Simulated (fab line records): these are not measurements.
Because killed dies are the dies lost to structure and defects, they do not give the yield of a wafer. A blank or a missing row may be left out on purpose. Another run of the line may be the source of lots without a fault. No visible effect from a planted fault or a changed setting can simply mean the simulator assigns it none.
Matching of chambers | flow n5_finfet | N5_GATE_CUT_SAC_CAP_01 on ald_sin-01: 4 sister chambers
The step material SiNx, target thk 24 nm, pulse time 1 s, ald cycles 480. 8 wafers are shown with their chamber, then 9 later ones without.

EACH WAFER AND ITS CHAMBER
wafer  | chamber | heater_power_w (W) | precursor_pulse_height_rel
L077.6 | 0       | 841                | 0.986
L085.1 | 2       | 744                | 1.020
L085.5 | 1       | 789                | 1.010
L086.2 | 1       | 778                | 0.999
L086.6 | 3       | 921                | 0.996
L087.2 | 0       | 829                | 0.983
L087.5 | 2       | 752                | 0.997
L087.6 | 3       | 925                | 0.980

WAFERS WITHOUT THEIR CHAMBER
wafer  | heater_power_w (W) | precursor_pulse_height_rel
L088.1 | 953                | 1.018
L088.2 | 758                | 0.988
L088.4 | 844                | 0.996
L092.3 | 756                | 1.018
L092.4 | 784                | 0.984
L092.5 | 832                | 0.981
L095.1 | 937                | 1.000
L095.4 | 931                | 0.993
L095.5 | 948                | 1.019

THE CHAMBER EACH PASSED THROUGH
wafer  | from the rows above     | in truth
L088.1 | 3                       | 3
L088.2 | can't be placed: 2 or 1 | 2
L088.4 | 0                       | 0
L092.3 | 2                       | 2
L092.4 | 1                       | 1
L092.5 | 0                       | 0
L095.1 | 3                       | 3
L095.4 | 3                       | 3
L095.5 | 3                       | 3
8 of 9 placed correctly. Unplaceable from these rows: 1, with the true chamber sitting among the candidates in 1. Placed wrongly: 0.
How it was worked out, from the rows above alone: a wafer's distance from a chamber is the root of the sum, over the readings, of the square of ((its reading less the chamber's mean) divided by the reading's scatter). The wafer belongs to the nearest chamber; if the next one is less than 2 further off, it can't be placed. Each chamber's mean is taken over the wafers shown for it. How the scatter is found: for the shown wafers, subtract from each reading the mean of its chamber, square and add these, divide the total by (wafers less chambers), then take the root.
